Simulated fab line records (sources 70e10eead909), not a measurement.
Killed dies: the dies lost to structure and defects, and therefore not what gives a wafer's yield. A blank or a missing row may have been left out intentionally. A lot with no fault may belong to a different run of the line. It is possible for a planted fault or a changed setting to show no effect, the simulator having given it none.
Matching of chambers | flow nand harc | rie diel-11 running NHARC_A_CHANNEL_HOLE_D1_DESCUM_15: 4 sister chambers
The step chemistry O2, time 3 s. 4 wafers are shown with their chamber, then 9 later ones without.

== EACH WAFER AND ITS CHAMBER ==
wafer  | chamber | drypump motor current A (A)
L926.2 | 2       | 5.32
L935.1 | 1       | 5.53
L935.2 | 3       | 5.79
L935.4 | 0       | 5.67

== WAFERS WHOSE CHAMBER IS MISSING ==
wafer  | drypump motor current A (A)
L936.2 | 5.64
L936.3 | 5.80
L936.6 | 5.79
L937.2 | 5.56
L937.4 | 5.81
L937.5 | 5.66
L938.2 | 5.32
L938.4 | 5.56
L938.5 | 5.81

== WHICH CHAMBER EACH ONE RAN IN ==
wafer  | from the rows above | in truth
L936.2 | 0                   | 0
L936.3 | 3                   | 3
L936.6 | 3                   | 3
L937.2 | 1                   | 1
L937.4 | 3                   | 3
L937.5 | 0                   | 0
L938.2 | 2                   | 2
L938.4 | 1                   | 1
L938.5 | 3                   | 3
Correct placement for 9 of the 9. From these rows, 0 cannot be placed. Wrongly placed: 0.
How it was worked out, from the rows above alone: a wafer's distance from a chamber is the root of the sum, over the readings, of the square of ((its reading less the chamber's mean) divided by the reading's scatter). If the next closest chamber is less than 2 further off than the closest, the wafer can't be placed; otherwise it belongs to the closest. For every chamber, the mean is computed from those of its wafers that are shown. The scatter (one wafer shown for each chamber): square how far every hidden wafer sits from the nearest shown wafer, average those squares and take the square root.
